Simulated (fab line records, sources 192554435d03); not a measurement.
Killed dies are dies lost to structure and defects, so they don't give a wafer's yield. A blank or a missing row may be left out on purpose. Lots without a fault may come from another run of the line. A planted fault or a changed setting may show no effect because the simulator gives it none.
One fault seen from 2 desks | flow n5_finfet | each desk has only its own numbers; what lay behind them comes last

THE TOOL OWNER'S DESK: pvd_sputter-02
The tool's own readings at N5_BEOL_M14_SPUTTER_44 (material Ta, target thk 15 nm, time 24.19 s): means of the sampled wafers that have a number, for each lot that ran on this tool. A lot is out of limits, marked OUT, if its mean lies more than 4 standard deviations from the usual mean; the brackets give that distance.
Columns: A = throttle_valve_pct at N5_BEOL_M14_SPUTTER_44, usual 29.7 %
lot  | first seen here | A
L854 | day 10 14:34    | 29.7
L855 | day 11 08:00    | 28.9
L858 | day 12 09:22    | 29.4
L861 | day 12 18:50    | 29.6
L866 | day 14 02:48    | 29.3
This desk's finding: nothing out of limits on any of the 5 lots.

THE METROLOGY DESK
What the gauges read, lot by lot, whatever tool the lot ran on: means of the sampled wafers that have a number. A lot is out of limits, marked OUT, if its mean lies more than 4 standard deviations from the usual mean; the brackets give that distance.
Columns: A = M14_OVL at N5_BEOL_M14_OVL_MEAS_29, usual 3 nm
lot  | first seen here | A
L854 | day 10 12:30    | 2
L855 | day 11 04:45    | 7
L857 | day 11 15:14    | 4
L858 | day 12 07:41    | -1
L860 | day 12 12:55    | 7
L861 | day 12 13:25    | 2
L866 | day 13 20:29    | -8
L871 | day 15 20:47    | 10
L874 | day 16 16:44    | -3
L873 | day 16 19:36    | 8
This desk's finding: nothing out of limits on any of the 10 lots.

PUT TOGETHER
The tool owner's desk saw nothing out of limits.
The metrology desk saw nothing out of limits.

WHAT THE SIMULATOR HAD PUT IN
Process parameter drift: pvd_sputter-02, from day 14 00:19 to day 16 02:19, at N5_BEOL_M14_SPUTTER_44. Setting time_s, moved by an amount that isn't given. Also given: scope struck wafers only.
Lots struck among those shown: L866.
